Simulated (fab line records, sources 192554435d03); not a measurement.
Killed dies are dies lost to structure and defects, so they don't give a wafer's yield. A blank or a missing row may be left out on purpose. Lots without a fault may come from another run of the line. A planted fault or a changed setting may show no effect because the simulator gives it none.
Which tool did it? | flow n5_finfet | 24 lots, 72 wafers sampled, at 5 steps of a route of 1938

WHAT THE GAUGES READ, wafer by wafer
N5_BEOL_M15_INSPECT_30: inspects for defects (macro).
lot  | measured     | on                | raw_defect_count
L074 | day 11 09:43 | defect_inspect-01 | 4 4 1
L075 | day 12 11:19 | defect_inspect-01 | 1 1 1
L076 | day 12 11:30 | defect_inspect-01 | 4 0 1
L079 | day 12 13:50 | defect_inspect-01 | 4 0 2
L077 | day 12 18:36 | defect_inspect-02 | 1 2 2
L078 | day 12 22:41 | defect_inspect-02 | 1 4 3
L080 | day 13 03:28 | defect_inspect-01 | 3 1 5
L081 | day 13 14:20 | defect_inspect-01 | 3 1 3
L082 | day 13 20:57 | defect_inspect-02 | 2 5 2
L083 | day 14 02:44 | defect_inspect-02 | 1 4 3
L084 | day 14 13:14 | defect_inspect-02 | 4 2 4
L086 | day 14 17:02 | defect_inspect-02 | 1 2 1
L085 | day 15 01:19 | defect_inspect-01 | 1 2 1
L088 | day 15 01:35 | defect_inspect-01 | 0 1 2
L087 | day 15 05:38 | defect_inspect-01 | 4 2 1
L090 | day 15 18:20 | defect_inspect-02 | 1 1 3
L089 | day 16 02:18 | defect_inspect-01 | 0 1 1
L092 | day 16 04:56 | defect_inspect-01 | 1 2 3
L091 | day 16 07:16 | defect_inspect-02 | 1 1 3
L093 | day 16 12:56 | defect_inspect-02 | 2 4 1
L094 | day 16 22:23 | defect_inspect-02 | 1 0 3
L096 | day 17 12:54 | defect_inspect-02 | 3 1 3
L095 | day 17 14:22 | defect_inspect-01 | 4 1 0
L097 | day 17 17:14 | defect_inspect-01 | 0 1 2

N5_BEOL_M15_THK_MEAS_50: measures by xrf.
lot  | measured     | on            | M15_THK (nm)
L074 | day 11 19:37 | film_metro-01 | 856 855 822
L075 | day 12 16:28 | film_metro-02 | 816 826 819
L076 | day 12 16:44 | film_metro-01 | 851 836 833
L079 | day 12 17:22 | film_metro-02 | 848 835 837
L077 | day 12 23:45 | film_metro-01 | 820 810 817
L078 | day 13 03:26 | film_metro-02 | 834 848 839
L080 | day 13 06:21 | film_metro-02 | 849 859 848
L081 | day 13 16:53 | film_metro-02 | 825 850 837
L082 | day 13 23:45 | film_metro-01 | 814 815 822
L083 | day 14 08:29 | film_metro-01 | 861 838 832
L084 | day 14 15:32 | film_metro-02 | 821 831 826
L086 | day 14 21:14 | film_metro-02 | 827 822 827
L085 | day 15 05:30 | film_metro-01 | 834 843 824
L088 | day 15 05:47 | film_metro-02 | 816 844 826
L087 | day 15 09:37 | film_metro-01 | 838 827 845
L090 | day 15 23:21 | film_metro-01 | 855 823 838
L089 | day 16 04:52 | film_metro-02 | 827 841 826
L092 | day 16 09:48 | film_metro-01 | 816 834 819
L091 | day 16 09:48 | film_metro-02 | 854 843 843
L093 | day 16 16:25 | film_metro-01 | 816 830 845
L094 | day 17 02:21 | film_metro-02 | 838 821 823
L096 | day 17 17:31 | film_metro-02 | 841 815 826
L095 | day 17 18:20 | film_metro-02 | 818 844 854
L097 | day 17 21:01 | film_metro-02 | 816 839 814

WHICH TOOL RAN EACH LOT (tool, then ch and the chambers of the sampled wafers, then the start)
lot  | N5_BEOL_M15_STRIP_63                          | N5_BEOL_M15_DEGAS_41         | N5_BEOL_M15_CMP_49
L074 | rie_diel-01 ch 0,1,3, day 11 09:43 or earlier | pvd_sputter-02, day 11 18:25 | cmp-02 ch 1,2,3, day 11 19:23
L075 | rie_diel-04 ch 0,1, day 12 11:19 or earlier   | pvd_sputter-02, day 12 15:07 | cmp-04 ch 0,3, day 12 16:11
L076 | rie_diel-01 ch 0,1,3, day 12 11:30 or earlier | pvd_sputter-01, day 12 15:19 | cmp-03 ch 0,1,3, day 12 16:29
L079 | rie_diel-03 ch 1,2, day 12 13:50 or earlier   | pvd_sputter-02, day 12 15:55 | cmp-02 ch 1,2,3, day 12 17:08
L077 | rie_diel-03 ch 1,2,3, day 12 18:36 or earlier | pvd_sputter-03, day 12 22:33 | cmp-03 ch 0,1,3, day 12 23:30
L078 | rie_diel-04 ch 0,2, day 12 22:41 or earlier   | pvd_sputter-01, day 13 02:15 | cmp-02 ch 0,2, day 13 03:11
L080 | rie_diel-01 ch 0,2, day 13 03:28 or earlier   | pvd_sputter-02, day 13 05:10 | cmp-02 ch 1,2, day 13 06:04
L081 | rie_diel-04 ch 1,2, day 13 14:20 or earlier   | pvd_sputter-01, day 13 15:41 | cmp-02 ch 2,3, day 13 16:35
L082 | rie_diel-03 ch 1,3, day 13 20:57 or earlier   | pvd_sputter-02, day 13 22:33 | cmp-02 ch 0,1, day 13 23:29
L083 | rie_diel-01 ch 2,3, day 14 02:44 or earlier   | pvd_sputter-03, day 14 07:18 | cmp-04 ch 2,3, day 14 08:11
L084 | rie_diel-01 ch 1,2, day 14 13:14 or earlier   | pvd_sputter-01, day 14 14:20 | cmp-03 ch 1,2,3, day 14 15:19
L086 | rie_diel-04 ch 0,1,3, day 14 17:02 or earlier | pvd_sputter-03, day 14 19:56 | cmp-02 ch 0,1,3, day 14 20:56
L085 | rie_diel-04 ch 2,3, day 15 01:19 or earlier   | pvd_sputter-03, day 15 04:17 | cmp-04 ch 1,2,3, day 15 05:12
L088 | rie_diel-03 ch 1,2,3, day 15 01:35 or earlier | pvd_sputter-03, day 15 04:36 | cmp-04 ch 0,1,3, day 15 05:34
L087 | rie_diel-04 ch 0,2, day 15 05:38 or earlier   | pvd_sputter-02, day 15 08:16 | cmp-03 ch 2,3, day 15 09:19
L090 | rie_diel-04 ch 1,2, day 15 18:20 or earlier   | pvd_sputter-01, day 15 21:35 | cmp-04 ch 0,2,3, day 15 23:08
L089 | rie_diel-04 ch 1,2,3, day 16 02:18 or earlier | pvd_sputter-03, day 16 03:38 | cmp-04 ch 1,2,3, day 16 04:38
L092 | rie_diel-04 ch 0,1, day 16 04:56 or earlier   | pvd_sputter-03, day 16 08:32 | cmp-03 ch 1,2, day 16 09:30
L091 | rie_diel-01 ch 0,3, day 16 07:16 or earlier   | pvd_sputter-01, day 16 08:34 | cmp-02 ch 0,1,3, day 16 09:32
L093 | rie_diel-01 ch 0,1,2, day 16 12:56 or earlier | pvd_sputter-03, day 16 15:13 | cmp-02 ch 0,2,3, day 16 16:07
L094 | rie_diel-03 ch 0,1,3, day 16 22:23 or earlier | pvd_sputter-02, day 17 01:10 | cmp-02 ch 0,2,3, day 17 02:04
L096 | rie_diel-03 ch 0,1, day 17 12:54 or earlier   | pvd_sputter-03, day 17 16:19 | cmp-03 ch 0,1,2, day 17 17:13
L095 | rie_diel-03 ch 0,1,3, day 17 14:22 or earlier | pvd_sputter-02, day 17 16:50 | cmp-02 ch 1,2,3, day 17 18:02
L097 | rie_diel-04 ch 0,1,3, day 17 17:14 or earlier | pvd_sputter-01, day 17 19:26 | cmp-02 ch 0,1,3, day 17 20:45
- N5_BEOL_M15_STRIP_63: strips in O2.
- N5_BEOL_M15_DEGAS_41: time 60 s.
- N5_BEOL_M15_CMP_49: polishes, stops on SiO2, t overpolish 4.9 s, target thk 850 nm.

WHAT THE TOOLS THEMSELVES READ (means of the sampled wafers that have a number; where no wafer has one, the mark that the record gives instead)
N5_BEOL_M15_STRIP_63.
lot  | tool        | drypump_motor_current_A (A) | oes_product_au (a.u.) | rf_vpp_V (V) | showerhead_plenum_p_Torr (Torr) | throttle_valve_pct (%)
L074 | rie_diel-01 | 5.6                         | 0.86                  | 4.2          | 2.12                            | 16.47
L075 | rie_diel-04 | 5.4                         | 0.79                  | 3.4          | 2.15                            | 16.74
L076 | rie_diel-01 | 5.6                         | 0.85                  | 4.3          | 2.12                            | 16.51
L079 | rie_diel-03 | 5.7                         | 0.71                  | 2.9          | 2.11                            | 16.84
L077 | rie_diel-03 | 6.0                         | 0.76                  | 3.6          | 2.16                            | 16.70
L078 | rie_diel-04 | 5.6                         | 0.82                  | 4.0          | 2.13                            | 16.72
L080 | rie_diel-01 | 6.3                         | 0.88                  | 3.3          | 2.11                            | 16.59
L081 | rie_diel-04 | 5.6                         | 0.90                  | 3.9          | 2.10                            | 16.51
L082 | rie_diel-03 | 6.3                         | 0.80                  | 4.0          | 2.21                            | 16.58
L083 | rie_diel-01 | 6.3                         | 0.79                  | 3.2          | 2.03                            | 16.58
L084 | rie_diel-01 | 5.3                         | 0.87                  | 3.4          | 2.11                            | 16.63
L086 | rie_diel-04 | 5.9                         | 0.85                  | 3.3          | 2.17                            | 16.54
L085 | rie_diel-04 | 6.3                         | 0.94                  | 3.5          | 2.12                            | 16.40
L088 | rie_diel-03 | 6.0                         | 0.74                  | 4.1          | 2.16                            | 16.73
L087 | rie_diel-04 | 5.9                         | 0.85                  | 3.1          | 2.09                            | 16.65
L090 | rie_diel-04 | 5.6                         | 0.86                  | 4.2          | 2.10                            | 16.57
L089 | rie_diel-04 | 6.1                         | 0.89                  | 3.3          | 2.13                            | 16.43
L092 | rie_diel-04 | 5.4                         | 0.77                  | 3.5          | 2.14                            | 16.79
L091 | rie_diel-01 | 6.0                         | 0.81                  | 3.6          | 2.14                            | 16.52
L093 | rie_diel-01 | 5.7                         | 0.85                  | 4.2          | 2.13                            | 16.60
L094 | rie_diel-03 | 5.9                         | 0.73                  | 3.9          | 2.13                            | 16.70
L096 | rie_diel-03 | 5.5                         | 0.68                  | 3.8          | 2.05                            | 16.76
L095 | rie_diel-03 | 5.9                         | 0.72                  | 3.4          | 2.13                            | 16.70
L097 | rie_diel-04 | 5.9                         | 0.82                  | 3.7          | 2.16                            | 16.58

N5_BEOL_M15_DEGAS_41.
lot  | tool           | heater_power_w (W)
L074 | pvd_sputter-02 | 458
L075 | pvd_sputter-02 | 479
L076 | pvd_sputter-01 | 438
L079 | pvd_sputter-02 | 456
L077 | pvd_sputter-03 | 434
L078 | pvd_sputter-01 | 458
L080 | pvd_sputter-02 | 486
L081 | pvd_sputter-01 | 416
L082 | pvd_sputter-02 | 459
L083 | pvd_sputter-03 | 432
L084 | pvd_sputter-01 | 462
L086 | pvd_sputter-03 | 437
L085 | pvd_sputter-03 | 436
L088 | pvd_sputter-03 | 460
L087 | pvd_sputter-02 | 472
L090 | pvd_sputter-01 | 424
L089 | pvd_sputter-03 | 446
L092 | pvd_sputter-03 | 449
L091 | pvd_sputter-01 | 449
L093 | pvd_sputter-03 | 438
L094 | pvd_sputter-02 | 449
L096 | pvd_sputter-03 | 440
L095 | pvd_sputter-02 | 452
L097 | pvd_sputter-01 | 439

N5_BEOL_M15_CMP_49.
lot  | tool   | barrier_field_endpoint_s (s) | motor_current_A (A) | overpolish_run_s (s)
L074 | cmp-02 | 11.68                        | 8.5                 | 4.905
L075 | cmp-04 | 11.80                        | 7.9                 | 4.892
L076 | cmp-03 | 11.75                        | 8.8                 | 4.894
L079 | cmp-02 | 11.18                        | 9.0                 | 4.893
L077 | cmp-03 | 11.39                        | 8.6                 | 4.903
L078 | cmp-02 | 11.16                        | 8.9                 | 4.892
L080 | cmp-02 | 11.21                        | 9.1                 | 4.907
L081 | cmp-02 | 11.71                        | 9.3                 | 4.903
L082 | cmp-02 | 11.02                        | 6.7                 | 4.902
L083 | cmp-04 | 11.55                        | 8.4                 | 4.909
L084 | cmp-03 | 11.43                        | 8.4                 | 4.906
L086 | cmp-02 | 11.52                        | 7.3                 | 4.902
L085 | cmp-04 | 11.31                        | 8.2                 | 4.902
L088 | cmp-04 | 11.52                        | 7.8                 | 4.908
L087 | cmp-03 | 11.10                        | 8.4                 | 4.903
L090 | cmp-04 | 11.06                        | 8.1                 | 4.895
L089 | cmp-04 | 11.47                        | 8.2                 | 4.899
L092 | cmp-03 | 11.41                        | 8.0                 | 4.897
L091 | cmp-02 | 11.72                        | 7.1                 | 4.894
L093 | cmp-02 | 11.12                        | 8.4                 | 4.899
L094 | cmp-02 | 11.76                        | 8.5                 | 4.899
L096 | cmp-03 | 11.44                        | 7.9                 | 4.899
L095 | cmp-02 | 11.84                        | 8.7                 | 4.897
L097 | cmp-02 | 11.76                        | 7.3                 | 4.899

THE ANSWER, worked out from the rows above alone
Rule: what is usual is taken from the lots themselves. Put in order of their means at a reading, lots are off if they are a third of the lots or fewer, leave a main group of 4 or more, and stand apart from it by a gap of 3 or more times the standard deviation of the main group's means; of several such gaps the widest counts. A main group whose means are all the same, to the digits that the tables above print for the reading, isn't used. A lot without any number at a reading at which 4 lots or more have one is off too. The other lots that the step has rows for count as sound. The gauges are gone through in route order, then the tools' own readings, and for those a lot's mean is taken as printed above. The first step at which some lot is off is used, and at that step the reading that is off furthest; a lot without a number counts as furthest.
No lot is off at any reading shown: from this, nothing can be told.

WHAT THE SIMULATOR HAD PUT IN
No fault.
